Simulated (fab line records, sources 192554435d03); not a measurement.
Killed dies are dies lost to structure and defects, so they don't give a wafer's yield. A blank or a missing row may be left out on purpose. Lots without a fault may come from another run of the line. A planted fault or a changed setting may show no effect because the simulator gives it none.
Which tool did it? | flow n5_finfet | 11 lots, 33 wafers sampled, at 1 step of a route of 1938

WHAT THE GAUGES READ, wafer by wafer
N5_SD_EPI_P_CD_MEAS_09: target cd 240 nm.
lot  | measured    | on        | cd_nm (nm)
L075 | day 3 11:46 | cd_sem-03 | 239.5 240.1 240.9
L077 | day 3 23:02 | cd_sem-03 | 240.0 239.4 238.6
L079 | day 4 12:35 | cd_sem-02 | 239.3 239.4 240.3
L081 | day 5 02:09 | cd_sem-02 | 239.6 238.7 238.6
L083 | day 5 11:59 | cd_sem-01 | 239.5 240.4 239.6
L086 | day 6 09:04 | cd_sem-03 | 240.7 241.2 240.9
L088 | day 6 19:28 | cd_sem-03 | 239.8 240.5 240.2
L090 | day 7 05:50 | cd_sem-02 | 240.4 240.5 240.9
L092 | day 7 18:43 | cd_sem-02 | 240.8 240.6 240.8
L094 | day 8 05:40 | cd_sem-03 | 240.1 240.4 241.0
L096 | day 9 02:49 | cd_sem-03 | 240.7 240.3 240.3

WHICH TOOL RAN EACH LOT (tool, then ch and the chambers of the sampled wafers, then the start)
The record holds no process step before these readings.

THE ANSWER, worked out from the rows above alone
Rule: what is usual is taken from the lots themselves. Put in order of their means at a reading, lots are off if they are a third of the lots or fewer, leave a main group of 4 or more, and stand apart from it by a gap of 3 or more times the standard deviation of the main group's means; of several such gaps the widest counts. A main group whose means are all the same, to the digits that the tables above print for the reading, isn't used. A lot without any number at a reading at which 4 lots or more have one is off too. The other lots that the step has rows for count as sound.
No lot is off at any reading shown: from this, nothing can be told.

WHAT THE SIMULATOR HAD PUT IN
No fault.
